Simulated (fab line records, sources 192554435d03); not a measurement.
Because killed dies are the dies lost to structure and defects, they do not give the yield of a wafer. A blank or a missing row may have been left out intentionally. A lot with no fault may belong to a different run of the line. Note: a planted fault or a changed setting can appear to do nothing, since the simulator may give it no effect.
What tool caused it? ; flow n5Finfet ; 23 lots, 69 wafers sampled, at 3 steps of a route of 1938

## WHAT THE GAUGES SHOWED, per wafer
N5_BEOL_M5_CD_MEAS_11 targets a cd of 27.74 nm.
lot;measured;on;cdNm (nm)
L074;day 8 13:21;cdSem-01;28.06 28.43 27.75
L075;day 9 07:12;cdSem-01;27.98 27.95 27.63
L076;day 9 16:46;cdSem-02;28.35 27.85 28.21
L079;day 9 18:10;cdSem-01;28.09 27.77 28.20
L078;day 9 20:25;cdSem-01;28.51 27.75 28.45
L080;day 10 02:46;cdSem-01;27.96 28.18 27.95
L081;day 10 06:23;cdSem-02;28.05 27.93 28.21
L083;day 10 20:35;cdSem-02;28.14 28.20 28.24
L082;day 11 05:20;cdSem-02;27.69 27.79 28.12
L084;day 11 15:25;cdSem-01;27.91 28.05 28.19
L086;day 11 21:04;cdSem-02;28.24 28.19 28.18
L085;day 12 00:57;cdSem-01;27.80 27.87 27.58
L087;day 12 04:09;cdSem-01;27.82 28.05 27.93
L088;day 12 07:17;cdSem-02;28.36 27.76 28.14
L090;day 13 01:52;cdSem-02;27.73 28.12 27.77
L091;day 13 05:19;cdSem-02;27.87 28.28 28.03
L089;day 13 05:43;cdSem-02;28.00 28.07 28.28
L092;day 13 13:41;cdSem-02;27.96 28.08 27.78
L093;day 13 13:28;cdSem-02;27.98 27.75 28.00
L094;day 14 07:02;cdSem-01;28.03 28.04 27.72
L096;day 14 08:05;cdSem-01;27.71 28.17 27.88
L095;day 14 08:32;cdSem-01;28.08 27.94 27.79
L097;day 15 06:47;cdSem-01;27.96 27.75 27.95

## TOOL THAT RAN EACH LOT (tool first, then ch and the chambers of the sampled wafers, then the start)
lot;N5_BEOL_M4_SPUTTER_90;N5_BEOL_M5_HM_DEP_02
L074;pvdSputter-02, day 8 08:52;pvdSputter-03, day 8 12:58
L075;pvdSputter-03, day 9 02:36;pvdSputter-03, day 9 06:41
L076;pvdSputter-02, day 9 09:14;pvdSputter-01, day 9 16:22
L079;pvdSputter-02, day 9 13:56;pvdSputter-02, day 9 17:39
L078;pvdSputter-01, day 9 15:13;pvdSputter-03, day 9 19:54
L080;pvdSputter-03, day 9 18:43;pvdSputter-01, day 10 02:14
L081;pvdSputter-01, day 10 01:11;pvdSputter-01, day 10 05:58
L083;pvdSputter-03, day 10 16:10;pvdSputter-03, day 10 20:04
L082;pvdSputter-02, day 11 00:53;pvdSputter-02, day 11 04:50
L084;pvdSputter-03, day 11 11:01;pvdSputter-01, day 11 15:01
L086;pvdSputter-02, day 11 16:48;pvdSputter-02, day 11 20:34
L085;pvdSputter-03, day 11 19:06;pvdSputter-02, day 12 00:26
L087;pvdSputter-01, day 11 23:52;pvdSputter-02, day 12 03:38
L088;pvdSputter-02, day 12 02:47;pvdSputter-02, day 12 06:46
L090;pvdSputter-02, day 12 21:13;pvdSputter-02, day 13 01:28
L091;pvdSputter-03, day 13 00:52;pvdSputter-02, day 13 04:55
L089;pvdSputter-01, day 13 01:05;pvdSputter-03, day 13 05:12
L092;pvdSputter-01, day 13 07:00;pvdSputter-01, day 13 13:09
L093;pvdSputter-02, day 13 07:02;pvdSputter-01, day 13 12:55
L094;pvdSputter-01, day 14 01:23;pvdSputter-01, day 14 06:30
L096;pvdSputter-02, day 14 04:04;pvdSputter-03, day 14 07:41
L095;pvdSputter-01, day 14 04:22;pvdSputter-03, day 14 08:01
L097;pvdSputter-02, day 15 02:14;pvdSputter-02, day 15 06:24
- N5_BEOL_M4_SPUTTER_90: material Cu, target thk 4.5 nm, time 8.29 s.
- N5_BEOL_M5_HM_DEP_02: deposits TiN, target thk 20 nm.

## AS READ BY THE TOOLS THEMSELVES (means over the sampled wafers that have a number; for cases with no such wafer, the mark the record gives instead)
N5_BEOL_M4_SPUTTER_90.
lot;tool;chuckGasFlowSccm (sccm);susceptorTempC (C);throttleValvePct (%)
L074;pvdSputter-02;1.31;-19.88;30.5
L075;pvdSputter-03;1.29;-20.06;29.6
L076;pvdSputter-02;1.31;-19.91;30.5
L079;pvdSputter-02;1.28;-20.01;30.9
L078;pvdSputter-01;1.32;-19.99;30.4
L080;pvdSputter-03;1.25;-20.01;30.3
L081;pvdSputter-01;1.28;-19.94;30.9
L083;pvdSputter-03;1.27;-19.97;30.1
L082;pvdSputter-02;1.28;-19.95;30.8
L084;pvdSputter-03;1.33;-19.98;30.2
L086;pvdSputter-02;1.26;-20.15;30.8
L085;pvdSputter-03;1.29;-20.04;30.0
L087;pvdSputter-01;1.26;-20.04;30.7
L088;pvdSputter-02;1.26;-20.05;30.0
L090;pvdSputter-02;1.29;-20.02;31.0
L091;pvdSputter-03;1.26;-19.87;29.6
L089;pvdSputter-01;1.27;-20.00;30.4
L092;pvdSputter-01;1.33;-19.90;29.8
L093;pvdSputter-02;1.22;-20.07;30.8
L094;pvdSputter-01;1.28;-20.09;30.4
L096;pvdSputter-02;1.30;-20.06;31.2
L095;pvdSputter-01;1.26;-19.98;30.3
L097;pvdSputter-02;1.27;-20.09;31.2

N5_BEOL_M5_HM_DEP_02.
lot;tool;susceptorTempC (C);throttleValvePct (%)
L074;pvdSputter-03;25.02;29.6
L075;pvdSputter-03;25.02;29.5
L076;pvdSputter-01;25.06;30.4
L079;pvdSputter-02;24.84;30.6
L078;pvdSputter-03;24.95;29.5
L080;pvdSputter-01;24.97;30.1
L081;pvdSputter-01;25.09;30.2
L083;pvdSputter-03;25.03;29.6
L082;pvdSputter-02;25.03;30.7
L084;pvdSputter-01;25.00;30.0
L086;pvdSputter-02;24.92;30.1
L085;pvdSputter-02;24.93;31.0
L087;pvdSputter-02;24.98;30.1
L088;pvdSputter-02;24.99;30.7
L090;pvdSputter-02;25.01;29.9
L091;pvdSputter-02;25.00;30.1
L089;pvdSputter-03;25.04;30.2
L092;pvdSputter-01;24.93;30.1
L093;pvdSputter-01;25.09;29.8
L094;pvdSputter-01;24.99;30.0
L096;pvdSputter-03;24.91;30.2
L095;pvdSputter-03;25.14;29.6
L097;pvdSputter-02;24.94;31.1

## THE ANSWER, worked out from the rows above alone
Rule: the lots themselves supply what counts as usual. Put in order of their means at a reading, lots are off if they are a third of the lots or fewer, leave a main group of 4 or more, and stand apart from it by a gap of 3 or more times the standard deviation of the main group's means; of several such gaps the widest counts. If all means in a main group match to the digits the tables above print for the reading, that group is not used. A lot without any number at a reading at which 4 lots or more have one is off too. Where the step has rows for the other lots, those lots are counted as sound. The gauges are gone through in route order, then the tools' own readings, and for those a lot's mean is taken as printed above. The first step at which some lot is off is used, and at that step the reading that is off furthest; a lot without a number counts as furthest.
No lot is off on any of the readings shown, so nothing can be concluded from this.

## WHAT THE SIMULATOR HAD INSERTED
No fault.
